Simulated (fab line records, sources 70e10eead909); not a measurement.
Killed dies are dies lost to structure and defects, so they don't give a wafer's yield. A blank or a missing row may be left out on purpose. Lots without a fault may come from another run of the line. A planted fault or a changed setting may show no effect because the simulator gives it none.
One fault seen from 3 desks | flow nand_harc | each desk has only its own numbers; what lay behind them comes last

THE METROLOGY DESK
What the gauges read, lot by lot, whatever tool the lot ran on: means of the sampled wafers that have a number. A lot is out of limits, marked OUT, if its mean lies more than 4 standard deviations from the usual mean; the brackets give that distance.
Columns: A = thk_nm at NHARC_A_ONON_D2_THK_MEAS_02, usual 1003 nm
lot  | first seen here | A
L747 | day 12 18:14    | 1021
L748 | day 13 03:27    | 1013
L750 | day 13 11:25    | 1008
L752 | day 14 16:00    | 1001
L751 | day 14 16:01    | 1003
L754 | day 15 12:43    | 1582 (+53) OUT
L755 | day 15 19:48    | 1203 (+18) OUT
L764 | day 19 06:58    | 996
L765 | day 19 19:16    | 984
L766 | day 20 11:14    | 1004
L767 | day 20 20:05    | 992
L768 | day 21 06:01    | 987
L769 | day 21 18:50    | 1000
This desk's finding: out of limits on L754, L755; first on L754, day 15 12:43 (thk_nm at NHARC_A_ONON_D2_THK_MEAS_02). In limits: L747, L748, L750, L752, L751, L764, L765, L766, L767, L768, L769.

THE DEFECT DESK
What the inspections along the route counted, lot by lot: means of the sampled wafers that have a number. A lot is out of limits, marked OUT, if its mean lies more than 4 standard deviations from the usual mean; the brackets give that distance.
Columns: A = raw_defect_count at NHARC_A_DECK1_JOINT_INSPECT_05, usual 384
lot  | first seen here | A
L747 | day 12 17:40    | 320
L748 | day 13 02:52    | 299
L750 | day 13 10:49    | 626
L751 | day 14 15:25    | 346
L752 | day 14 15:25    | 554
L754 | day 15 12:08    | 500
L755 | day 15 19:13    | 388
L764 | day 19 06:23    | 268
L765 | day 19 18:37    | 279
L766 | day 20 10:40    | 413
L767 | day 20 19:30    | 532
L768 | day 21 05:26    | 356
L769 | day 21 18:16    | 630
This desk's finding: nothing out of limits on any of the 13 lots.

THE TOOL OWNER'S DESK: pecvd_onon-02
The tool's own readings at NHARC_A_ONON_D2_DEP_00 (target thk 1000 nm): means of the sampled wafers that have a number, for each lot that ran on this tool. A lot is out of limits, marked OUT, if its mean lies more than 4 standard deviations from the usual mean; the brackets give that distance.
Columns: A = susceptor_temp_C at NHARC_A_ONON_D2_DEP_00, usual 399.99 C
lot  | first seen here | A
L748 | day 13 02:56    | 399.89
L750 | day 13 10:53    | 400.10
L752 | day 14 15:36    | 400.00
L754 | day 15 12:16    | 400.22
L755 | day 15 19:20    | 400.35
L765 | day 19 18:52    | 400.13
L766 | day 20 10:44    | 399.91
L767 | day 20 19:38    | 399.90
L768 | day 21 05:34    | 399.95
This desk's finding: nothing out of limits on any of the 9 lots.

PUT TOGETHER
The metrology desk could have raised an alarm at day 15 12:43, on L754, L755.
The defect desk saw nothing out of limits.
The tool owner's desk saw nothing out of limits.
The defect desk has L754, L755 on record, within its limits.
The tool owner's desk has L754, L755 on record, within its limits.
Of the lots named, all ran NHARC_A_ONON_D2_DEP_00 on pecvd_onon-02.

WHAT THE SIMULATOR HAD PUT IN
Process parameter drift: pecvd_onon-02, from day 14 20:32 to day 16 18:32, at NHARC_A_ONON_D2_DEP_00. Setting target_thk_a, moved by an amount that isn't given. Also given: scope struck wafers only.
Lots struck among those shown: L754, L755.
Hours from the fault's start to each desk's first reading out of limits: the metrology desk, 16.
